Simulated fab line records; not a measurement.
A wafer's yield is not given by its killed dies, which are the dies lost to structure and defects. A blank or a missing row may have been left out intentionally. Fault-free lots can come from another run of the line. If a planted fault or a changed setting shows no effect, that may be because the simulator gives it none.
Struck lot and sound lot, side by side + flow n5Finfet + 22 out of 1938 route steps
Sound: these wafers, L657.2, L657.4, L657.5. Wafers struck: L660.2, L660.3, L660.6. The cause is named last.
Order at every step that has rows: each side's tool, ch and its chambers, its first start. Under that, the readings that differ: sound wafers + struck wafers + difference of the means + sigmas: that difference in standard deviations of wafers without a fault.
alike: readings with means less than 2 such deviations apart, plus words and numbers identical on both sides. not compared: withheld readings, readings lacking a value on some wafer, bounds such as >300 that could conceal the same value, and numbers that have no deviation in the record and whose values overlap.
The two part at a step that has a row with sigmas, a row that says differs or no value, or rows on one side only. Non-overlapping numbers with no deviation appear without sigmas and do not part them. A reading missing from all wafers of one side parts the sides only when that side holds two or more wafers.

first, 8 steps without rows for these wafers: N5_BEOL_M3_PRE_CLEAN_60 (time 15 s); N5_BEOL_M3_CO_CAP_55 (material Co, precursor CCTBA/H2, target thk 2 nm, time 102.1 s); N5_BEOL_M3_PRE_CLEAN_56 (time 15 s); N5_BEOL_M3_DEP_57 (deposits SiCN from 3MS/NH3, target thk 8 nm, time 14 s); N5_BEOL_M4_ILD_DEP_00 (deposits SiOC from DEMS/O2, target thk 79 nm, time 15.3 s); N5_BEOL_M4_PECVD_72 (deposits SiO2 from TEOS/O2, target thk 16 nm, time 18 s); N5_BEOL_M4_HM_DEP_02 (deposits TiN, target thk 20 nm); N5_BEOL_M4_COAT_61 (time 60 s, resist thk 60 nm).
N5_BEOL_M4_COAT_62: time 60 s, resist thk 12 nm.
  sound on lithoTrack-03 ch 0, day 9 15:19; struck on lithoTrack-03 ch 0, day 11 01:22
| reading                                   | sound                | struck               | difference | sigmas      |
|-------------------------------------------|----------------------|----------------------|------------|-------------|
| chillPlateTempC (C)                       | 23.10 23.20 23.28    | 23.03 23.11 22.83    | -0.20      | -2          |
| spinSpeedRpm (rpm)                        | 1500.4 1499.4 1499.1 | 1629.1 1629.1 1629.8 | +129.7     | +99 or more |
| model.SiARC_of_BEOL_M4_COAT_62.thkNm (nm) | 12 12 12             | 11.4 11.6 11.6       | -0.5       |             |
  alike: plateTempC
then, 9 steps without rows for these wafers: N5_BEOL_M4_COAT_73 (time 60 s, resist thk 5 nm); N5_BEOL_M4_COAT_05 (resist thk 30 nm); N5_BEOL_M4_EBR_07; N5_BEOL_M4_SOFTBAKE_06 (time 60 s); N5_BEOL_M4_EXPOSE_08 (exposes mask M4); N5_BEOL_M4_PEB_09 (peb time 60 s); N5_BEOL_M4_DEVELOP_10 (develop time 30 s); N5_BEOL_M4_DESCUM_16 (chemistry O2, time 7 s); N5_BEOL_M4_ETCH_74 (etches underlayer in N2/H2, target depth 6.5 nm, time 5.2 s).
N5_BEOL_M4_ETCH_63: etches SiARC in CF4, target depth 15.6 nm, time 26 s.
  sound on rieDiel-01 ch 2,3, day 9 15:46; struck on rieDiel-01 ch 0,3, day 11 02:32
| reading                                     | sound             | struck           | difference | sigmas |
|---------------------------------------------|-------------------|------------------|------------|--------|
| etchRfOnTimeS (s)                           | 26.0 26.2 26.0    | 25.0 25.5 24.7   | -1.0       | -2     |
| model.etch.depthNm (nm)                     | 12.01 11.98 11.99 | 11.49 11.5 11.51 | -0.49      |        |
| model.CAR-EUV_of_BEOL_M4_COAT_05.thkNm (nm) | 11 11 11          | 11.4 11.6 11.4   | +0.5       |        |
  alike: drypumpMotorCurrentA, oesProductAu, rfVppV, showerheadPlenumPTorr, throttleValvePct
  not compared: rfHoursCounterH
N5_BEOL_M4_ETCH_64: etches SOC in N2/H2, target depth 75 nm, overetch 22.5 nm, time 121.9 s.
  sound on rieDiel-01 ch 2,3, day 9 15:47; struck on rieDiel-01 ch 0,3, day 11 02:34
| reading                                   | sound       | struck    | difference | sigmas |
|-------------------------------------------|-------------|-----------|------------|--------|
| model.SiARC_of_BEOL_M4_COAT_62.thkNm (nm) | 6.4 6.4 6.2 | 5.8 6 5.8 | -0.5       |        |
  alike: drypumpMotorCurrentA, oesProductAu, rfVppV, showerheadPlenumPTorr, throttleValvePct
  not compared: rfHoursCounterH
then, 1 step without rows for these wafers: N5_BEOL_M4_STRIP_65 (strips in N2/H2).
N5_BEOL_M4_RC_MEAS_101:
  sound on prober-02 ch 0, day 10 03:04; struck on prober-01 ch 0, day 11 17:37
| reading        | sound             | struck            | difference | sigmas |
|----------------|-------------------|-------------------|------------|--------|
| IOFF_N (nA/um) | 0.216 0.162 0.169 | 0.142 0.123 0.130 | -0.051     | -2     |
| IOFF_P (nA/um) | 0.269 0.207 0.230 | 0.190 0.161 0.169 | -0.062     | -2     |
| VT_N (mV)      | 244.3 249.6 247.6 | 252.4 254.8 253.9 | +6.5       | +3     |
  alike: DIBL_N, DIBL_P, ION_N, ION_P, SS_N, SS_P, VT_P

## WHERE THEY PART
First at N5_BEOL_M4_COAT_62; last, within this record, at N5_BEOL_M4_RC_MEAS_101.

WHY: the cause the simulator had injected
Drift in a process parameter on lithoTrack-03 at N5_BEOL_M4_COAT_62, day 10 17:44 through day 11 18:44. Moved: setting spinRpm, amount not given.
